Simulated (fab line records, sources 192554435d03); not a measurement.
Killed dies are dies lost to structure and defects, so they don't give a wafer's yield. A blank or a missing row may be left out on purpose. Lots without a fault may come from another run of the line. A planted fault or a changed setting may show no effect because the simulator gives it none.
Problem report in the 8D (eight disciplines) form, filled by code | flow n5_finfet | the parts of the form that need people (team, actions taken, sign-off) are left out

1. THE PROBLEM
bias_w at N5_BEOL_M1_ETCH_64 reads a mean of 165.3 W on 1 wafer of 1 lot; wafers without a fault read 150.0 W with a standard deviation of 0.47. That is +33 standard deviations from the usual mean.
The step: etches SOC in N2/H2, target depth 75 nm, overetch 15 nm, time 112.5 s.
First seen on wafer L547.6, day 9 21:47, on rie_diel-04. The record holds 15 wafers of 5 lots with a number at this step. Rule for "out", or "out of limits": more than 4 standard deviations from the usual mean. The other wafers with a number count as sound.

2. WHAT IT IS AND WHAT IT IS NOT
question                    | is               | is not
which readings at this step | bias_w, rf_vpp_V | drypump_motor_current_A, showerhead_plenum_p_Torr, temp_c, throttle_valve_pct
which lots                  | L547             | L536, L543, L548, L551
which wafers of those lots  | L547.6           | L547.1, L547.4
read on which tools         | rie_diel-04      | rie_diel-02, rie_diel-06
when                        | from day 9 21:47 | up to then (8 sound wafers); but 6 sound wafers of L548, L551 came after

3. SUSPECTS, AND WHAT RULES EACH OUT
Counting: a tool at a process step up to the reading stays a suspect if it ran every lot that is out. Sound lots after the first of them don't rule it out here, since some wafers of a struck lot are sound.
- rie_diel-04 at N5_BEOL_M1_DESCUM_16 (chemistry O2, time 7 s): kept. It ran the lot that is out, L547 (day 9 21:43); its last sound lot up to then is L543 (day 9 07:49).
- rie_diel-04 at N5_BEOL_M1_ETCH_74 (etches underlayer in N2/H2, target depth 6.5 nm, time 5.2 s): kept. It ran the lot that is out, L547 (day 9 21:45); its last sound lot up to then is L543 (day 9 07:51).
- rie_diel-04 at N5_BEOL_M1_ETCH_63 (etches SiARC in CF4, target depth 15.6 nm, time 26 s): kept. It ran the lot that is out, L547 (day 9 21:46); its last sound lot up to then is L543 (day 9 07:52).
- rie_diel-04 at N5_BEOL_M1_ETCH_64 (etches SOC in N2/H2, target depth 75 nm, overetch 15 nm, time 112.5 s): kept. It ran the lot that is out, L547 (day 9 21:47); its last sound lot up to then is L543 (day 9 07:53). Its own readings are out on those wafers: bias_w, rf_vpp_V.
- Within rie_diel-04 at N5_BEOL_M1_DESCUM_16: the wafers that are out ran in chamber 0; their sound lot-mates ran in chambers 1, 3.
- Within rie_diel-04 at N5_BEOL_M1_ETCH_74: the wafers that are out ran in chamber 0; their sound lot-mates ran in chambers 1, 3.
- Within rie_diel-04 at N5_BEOL_M1_ETCH_63: the wafers that are out ran in chamber 0; their sound lot-mates ran in chambers 1, 3.
- Within rie_diel-04 at N5_BEOL_M1_ETCH_64: the wafers that are out ran in chamber 0; their sound lot-mates ran in chambers 1, 3.
Left after counting: rie_diel-04 at N5_BEOL_M1_DESCUM_16, rie_diel-04 at N5_BEOL_M1_ETCH_74, rie_diel-04 at N5_BEOL_M1_ETCH_63, rie_diel-04 at N5_BEOL_M1_ETCH_64.

4. THE CAUSE (what the simulator had put in)
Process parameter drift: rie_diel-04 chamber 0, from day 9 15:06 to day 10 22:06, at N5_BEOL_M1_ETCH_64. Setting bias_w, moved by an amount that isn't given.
Counting left 4 suspects, and this tool is among them.

5. THE CHAIN OF EFFECTS, in route order
Each row: a reading whose mean over the struck wafers that have a number lies more than 3 standard deviations from the usual. Only readings for which the record gives a usual standard deviation are gone through. hours: the time from each lot's start at the first step in this table that gives one to its start at this step, as a median over the lots. sigmas: the change in usual standard deviations.
hours | step               | reading  | usual   | on struck wafers | change | sigmas
0     | N5_BEOL_M1_ETCH_64 | bias_w   | 150.0 W | 165.3            | +15.3  | +33
0     | N5_BEOL_M1_ETCH_64 | rf_vpp_V | 522.7 V | 557.8            | +35.1  | +15
The process steps in it:
- N5_BEOL_M1_ETCH_64: etches SOC in N2/H2, target depth 75 nm, overetch 15 nm, time 112.5 s.
Later measuring or inspecting steps at which every struck wafer that the step has a row for has a number for every such reading, and none has moved that far: N5_BEOL_M4_RC_MEAS_101.

6. WHAT WOULD HAVE CAUGHT IT SOONER
In this record the first reading out of limits was taken at day 9 21:47, 7 hours after the fault began at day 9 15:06.
